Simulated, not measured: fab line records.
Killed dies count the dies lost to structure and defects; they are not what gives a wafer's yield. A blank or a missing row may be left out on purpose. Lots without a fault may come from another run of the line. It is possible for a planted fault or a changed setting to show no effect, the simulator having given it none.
Problem report, 8D (eight disciplines) form, completed by code + flow n5 finfet + the parts of the form that need people (team, actions taken, sign-off) are left out

1. WHAT IS WRONG
etch rf on time s at N5_BEOL_M1_ETCH_69 reads a mean of 35.9 s on 2 wafers of 1 lot; wafers without a fault read 26.0 s with a standard deviation of 0.49. That is +20 standard deviations from the usual mean.
The step: etches SiARC in CF4, target depth 15.6 nm, time 26 s.
First observed at day 9 01:44: wafer L601.4, on rie diel-05. Wafers with a number at this step in the record: 25, from 9 lots. Rule for "out" (also "out of limits"): further than 4 standard deviations from the usual mean. All remaining wafers that have a number are taken as sound.

2. WHAT IT IS; WHAT IT IS NOT
| question                    | is                     | is not                                                                                            |
|-----------------------------|------------------------|---------------------------------------------------------------------------------------------------|
| which readings at this step | etch rf on time s      | drypump motor current A, oes product au, rf vpp V, showerhead plenum p Torr, throttle valve pct   |
| which lots                  | L601                   | L592, L594, L606, L608, L610, L611, L612, L613                                                    |
| which wafers of those lots  | all that have a number | -                                                                                                 |
| read on which tools         | rie diel-05            | rie diel-04                                                                                       |
| when                        | from day 9 01:44       | up to then (6 sound wafers); but 17 sound wafers of L606, L608, L610, L611, L612, L613 came after |

3. WHAT RULES OUT EACH SUSPECT
Counting: a tool at any process step up to the reading remains a suspect when it ran all the lots that are out and ran no sound lot after the first of those.
- rie diel-04 at N5_BEOL_M1_ETCH_64 (etches SOC in N2/H2, target depth 75 nm, overetch 15 nm, time 112.5 s): ruled out as a lasting fault. Following L601 (day 9 00:40), the first lot on it that is out, the sound lots L611 were run on it.
- rie diel-05 at N5_BEOL_M1_ETCH_69 (etches SiARC in CF4, target depth 15.6 nm, time 26 s): ruled out as a lasting fault. Following L601 (day 9 01:44), the first lot on it that is out, the sound lots L612 were run on it.
Left after counting: nothing in the record.

4. THE CAUSE (what the simulator had put in)
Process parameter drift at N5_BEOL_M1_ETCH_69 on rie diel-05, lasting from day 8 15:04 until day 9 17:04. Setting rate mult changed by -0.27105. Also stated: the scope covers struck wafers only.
Counting ruled it out, wrongly.

5. THE EFFECT CHAIN, in route order
Rows list readings where the struck wafers' mean (over those with a number) sits beyond 3 standard deviations from the usual. Only readings whose record carries a usual standard deviation are examined. hours: median over the lots of the time between each lot's start at the first step of this table that gives one and its start at this step. sigmas: the change, counted in usual standard deviations.
| hours | step               | reading           | usual  | on struck wafers | change | sigmas |
|-------|--------------------|-------------------|--------|------------------|--------|--------|
| 0     | N5_BEOL_M1_ETCH_69 | etch rf on time s | 26.0 s | 35.9             | +9.9   | +20    |
The process steps in it:
- N5_BEOL_M1_ETCH_69: etches SiARC in CF4, target depth 15.6 nm, time 26 s.
Later steps that measure or inspect, where all struck wafers having a row at the step show a number for every such reading and not one has moved that far: N5_BEOL_M4_RC_MEAS_101.

6. HOW IT WOULD HAVE BEEN CAUGHT EARLIER
First out-of-limits reading in this record: day 9 01:44, which is 11 hours after fault onset at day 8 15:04.
